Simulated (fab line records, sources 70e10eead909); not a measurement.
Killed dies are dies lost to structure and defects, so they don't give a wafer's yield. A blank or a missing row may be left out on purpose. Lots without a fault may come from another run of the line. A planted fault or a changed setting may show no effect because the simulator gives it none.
Chamber matching | flow nand_harc | NHARC_A_CONTACT_DESCUM_47 on rie_diel-07: 4 sister chambers
The step chemistry O2, time 3 s. 16 wafers are shown with their chamber, then 8 later ones without.

WAFERS WITH THEIR CHAMBER
wafer  | chamber | drypump_motor_current_A (A) | showerhead_plenum_p_Torr (Torr) | rf_vpp_V (V)
L077.3 | 2       | 5.9                         | 1.88                            | 58.3
L077.4 | 1       | 5.7                         | 1.86                            | 57.0
L077.6 | 2       | 5.9                         | 1.88                            | 57.8
L078.1 | 1       | 5.7                         | 1.86                            | 55.2
L078.4 | 3       | 6.2                         | 1.83                            | 57.4
L078.6 | 0       | 6.5                         | 2.01                            | 58.5
L083.2 | 1       | 5.7                         | 1.86                            | 56.5
L083.3 | 0       | 6.5                         | 2.01                            | 58.8
L083.4 | 3       | 6.1                         | 1.82                            | 58.1
L085.2 | 2       | 5.9                         | 1.87                            | 56.8
L085.3 | 1       | 5.7                         | 1.85                            | 58.2
L085.6 | 1       | 5.7                         | 1.85                            | 58.5
L092.1 | 0       | 6.5                         | 2.00                            | 58.1
L092.3 | 2       | 5.9                         | 1.87                            | 55.9
L092.6 | 2       | 5.9                         | 1.87                            | 56.5
L094.4 | 3       | 6.1                         | 1.81                            | 57.1

SIGNATURES (means of the wafers above)
reading                  | chamber 0 | chamber 1 | chamber 2 | chamber 3 | scatter within a chamber
drypump_motor_current_A  | 6.500     | 5.700     | 5.900     | 6.133     | 0.0236
showerhead_plenum_p_Torr | 2.0067    | 1.8560    | 1.8740    | 1.8200    | 0.0065
rf_vpp_V                 | 58.467    | 57.080    | 57.060    | 57.533    | 0.989
Rule: a wafer's distance from a chamber is the root of the sum, over the readings, of the square of ((its reading less the chamber's mean) divided by the reading's scatter). The wafer belongs to the nearest chamber; if the next one is less than 2 further off, it can't be placed. The scatter: the root of (the sum of the squares of (reading less its chamber's mean) over the shown wafers, divided by (wafers less chambers)).

WAFERS WITHOUT THEIR CHAMBER
wafer  | drypump_motor_current_A (A) | showerhead_plenum_p_Torr (Torr) | rf_vpp_V (V)
L094.5 | 6.0                         | 1.81                            | 57.6
L094.6 | 5.9                         | 1.87                            | 57.3
L096.1 | 5.9                         | 1.86                            | 58.9
L096.2 | 6.1                         | 1.81                            | 57.3
L096.3 | 5.7                         | 1.84                            | 57.8
L097.2 | 5.7                         | 1.84                            | 58.3
L097.3 | 6.1                         | 1.81                            | 56.6
L097.5 | 6.4                         | 1.99                            | 57.7

WHICH CHAMBER EACH WENT THROUGH
wafer  | from the rows above | in truth
L094.5 | 3                   | 3
L094.6 | 2                   | 2
L096.1 | 2                   | 2
L096.2 | 3                   | 3
L096.3 | 1                   | 1
L097.2 | 1                   | 1
L097.3 | 3                   | 3
L097.5 | 0                   | 0
Placed correctly: 8 of 8. Can't be placed from these rows: 0. Placed wrongly: 0.
